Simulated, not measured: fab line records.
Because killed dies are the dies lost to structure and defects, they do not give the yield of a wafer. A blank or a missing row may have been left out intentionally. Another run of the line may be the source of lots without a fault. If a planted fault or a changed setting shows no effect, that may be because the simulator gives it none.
Matching of chambers -- flow n5-finfet -- 4 sister chambers for N5_BEOL_M8_ETCH_61 on rie-diel-03
The step etches SiARC in CF4, target depth 45.5 nm, time 75.8 s. 20 wafers are shown with their chamber, then 10 later ones without.

WAFERS WITH THEIR CHAMBER
wafer,chamber,drypump-motor-current-A (A),showerhead-plenum-p-Torr (Torr),oes-product-au (a.u.)
L083.1,1,5.4,2.13,0.63
L083.2,3,5.9,2.20,0.79
L083.4,0,5.3,2.23,0.66
L086.2,0,5.3,2.23,0.66
L086.3,1,5.4,2.13,0.62
L086.4,2,5.1,2.13,0.65
L088.1,3,5.9,2.20,0.77
L088.2,1,5.4,2.13,0.62
L088.3,0,5.3,2.22,0.66
L088.4,2,5.2,2.13,0.64
L088.5,0,5.3,2.22,0.66
L088.6,1,5.4,2.13,0.63
L091.1,1,5.4,2.13,0.62
L091.2,0,5.3,2.22,0.65
L091.3,2,5.2,2.12,0.63
L091.4,3,5.9,2.19,0.76
L091.5,3,5.9,2.19,0.76
L091.6,2,5.2,2.12,0.63
L094.2,0,5.3,2.22,0.65
L094.5,0,5.4,2.22,0.65

SIGNATURES (means of the wafers above)
reading,chamber 0,chamber 1,chamber 2,chamber 3,scatter within a chamber
drypump-motor-current-A,5.314,5.400,5.175,5.900,0.0317
showerhead-plenum-p-Torr,2.2229,2.1300,2.1250,2.1950,0.00463
oes-product-au,0.6557,0.6240,0.6375,0.7700,0.00854
Rule: distance of a wafer from a chamber = root of the sum over the readings of ((wafer's reading minus chamber's mean) / reading's scatter) squared. If the next closest chamber is less than 2 further off than the closest, the wafer can't be placed; otherwise it belongs to the closest. The scatter: the root of (the sum of the squares of (reading less its chamber's mean) over the shown wafers, divided by (wafers less chambers)).

WAFERS WHOSE CHAMBER IS MISSING
wafer,drypump-motor-current-A (A),showerhead-plenum-p-Torr (Torr),oes-product-au (a.u.)
L094.6,5.9,2.19,0.75
L092.1,5.9,2.19,0.75
L092.2,5.4,2.13,0.62
L092.5,5.4,2.13,0.62
L096.1,5.4,2.12,0.61
L096.2,5.3,2.22,0.65
L096.3,5.9,2.19,0.74
L097.1,5.4,2.12,0.60
L097.4,5.9,2.19,0.74
L097.5,5.4,2.12,0.60

CHAMBER TAKEN BY EACH
wafer,from the rows above,in truth
L094.6,3,3
L092.1,3,3
L092.2,1,1
L092.5,1,1
L096.1,1,1
L096.2,0,0
L096.3,3,3
L097.1,1,1
L097.4,3,3
L097.5,1,1
10 of 10 placed correctly. Can't be placed from these rows: 0. 0 placed wrongly.
